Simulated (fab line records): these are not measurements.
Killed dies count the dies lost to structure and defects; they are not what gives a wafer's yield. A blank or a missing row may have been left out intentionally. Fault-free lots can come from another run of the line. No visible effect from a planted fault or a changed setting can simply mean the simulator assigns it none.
Which tool did it?    flow n5-finfet    9 lots with 27 wafers sampled at 2 steps, on a route of 1938 steps

WHAT THE GAUGES READ, wafer by wafer
N5_BEOL_M4_RC_MEAS_101. Usual: DIBL_N 36.6 mV/V, standard deviation 1.3; DIBL_P 36.4 mV/V, standard deviation 1.4; IOFF_N 0.167 nA/um, standard deviation 0.023; IOFF_P 0.219 nA/um, standard deviation 0.029; ION_N 678 uA/um, standard deviation 8.7; ION_P 464 uA/um, standard deviation 6.4; SS_N 71.5 mV/dec, standard deviation 0.53; SS_P 73.4 mV/dec, standard deviation 0.57; VT_N 248.5 mV, standard deviation 2.8; VT_P -249 mV, standard deviation 3.1.
lot   measured      on         DIBL_N (mV/V)   DIBL_P (mV/V)   IOFF_N (nA/um)     IOFF_P (nA/um)     ION_N (uA/um)  ION_P (uA/um)  SS_N (mV/dec)   SS_P (mV/dec)   VT_N (mV)          VT_P (mV)       flag
L175  day 10 17:10  prober-01  36.8 36.2 35.3  37.2 36.7 35.4  0.144 0.149 0.128  0.192 0.185 0.163  676 678 675    460 460 452    71.5 71.3 71.1  73.0 73.2 72.7  251.5 251.0 253.6  -252 -256 -255  
L180  day 13 02:11  prober-02  35.6 36.8 35.9  34.4 36.1 35.5  0.148 0.175 0.152  0.192 0.229 0.214  673 687 671    458 468 464    70.7 71.4 71.7  73.2 73.6 73.0  250.9 248.2 248.8  -250 -248 -248  
L183  day 13 08:50  prober-02  37.3 38.8 37.2  36.1 38.8 35.9  0.187 0.219 0.182  0.241 0.290 0.238  675 681 669    464 468 459    72.4 72.3 72.7  73.5 75.0 73.2  248.6 245.4 246.7  -245 -244 -246  
L177  day 13 12:19  prober-01  35.0 37.5 36.5  35.7 38.7 37.6  0.166 0.216 0.195  0.218 0.273 0.262  672 671 671    460 466 469    71.2 71.8 71.5  72.8 73.4 74.1  247.8 248.1 247.5  -251 -248 -249  
L181  day 13 17:03  prober-01  35.5 36.0 36.7  37.1 38.0 38.3  0.165 0.177 0.189  0.201 0.215 0.210  674 673 670    460 457 455    71.6 71.8 72.2  74.1 74.1 74.1  248.2 249.4 247.0  -253 -253 -251  
L184  day 14 05:10  prober-01  36.7 36.8 35.3  35.2 37.2 35.2  0.151 0.157 0.133  0.167 0.193 0.169  675 674 665    448 460 453    72.3 71.7 71.6  73.0 73.3 72.5  250.5 248.2 251.8  -255 -254 -252  
L186  day 14 20:09  prober-02  35.9 35.2 36.6  35.4 35.2 36.0  0.156 0.148 0.169  0.219 0.225 0.230  675 681 681    464 472 466    70.9 70.5 70.9  73.2 73.5 73.4  246.8 249.7 246.5  -250 -248 -248  
L191  day 15 15:25  prober-02  36.2 36.1 35.8  37.2 36.6 36.3  0.160 0.153 0.151  0.197 0.182 0.179  679 676 679    461 457 460    71.8 71.3 70.9  72.2 72.6 72.6  248.6 251.2 250.6  -252 -250 -252  
L190  day 15 22:28  prober-01  38.3 37.2 37.2  39.0 36.4 36.5  0.231 0.193 0.188  0.281 0.235 0.234  704 689 690    477 468 468    71.8 71.3 71.6  74.7 74.4 73.3  242.5 245.3 245.2  -245 -249 -250  

N5_BEOL_M7_OVL_MEAS_29. Usual: V6_OVL gives -0.1 nm (standard deviation 0.66).
lot   measured      on          V6_OVL (nm)     flag
L175  day 11 18:00  overlay-02  -0.6 -0.4 0.0   
L180  day 14 03:25  overlay-01  -0.2 -0.4 0.3   
L183  day 14 12:34  overlay-01  -1.2 -0.8 -0.2  
L177  day 14 18:02  overlay-01  0.1 0.4 0.5     
L181  day 14 21:16  overlay-02  0.2 0.6 1.1     
L184  day 15 07:00  overlay-01  -1.1 -0.6 -0.4  
L186  day 16 00:49  overlay-02  -1.3 -1.0 -1.2  
L191  day 16 15:14  overlay-01  0.3 0.6 0.5     
L190  day 17 05:58  overlay-02  -0.7 0.8 0.6    

WHAT TOOL EACH LOT RAN ON (gives the tool, then ch and the chambers of the sampled wafers, and finally the start)
The record holds no process step before these readings.

AS READ BY THE TOOLS THEMSELVES (means over the sampled wafers that have a number; for cases with no such wafer, the mark the record gives instead)
The record holds no such reading with a usual standard deviation.

THE ANSWER, worked out from the rows above alone
Rule: a lot counts as off when the mean over its wafers that have a number is more than 3 standard deviations away from the usual mean. Also off: a lot with no number at a reading for which 4 or more lots have one. Where the step has rows for the other lots, those lots are counted as sound. Order of review: gauges by route order, followed by the tools' own readings, for which a lot's mean as printed above is used. The first step at which some lot is off is used, and at that step the reading that is off furthest; a lot without a number counts as furthest.
Across all readings shown, no lot is off: no conclusion can be drawn from this.

WHAT HAD BEEN PUT IN BY THE SIMULATOR
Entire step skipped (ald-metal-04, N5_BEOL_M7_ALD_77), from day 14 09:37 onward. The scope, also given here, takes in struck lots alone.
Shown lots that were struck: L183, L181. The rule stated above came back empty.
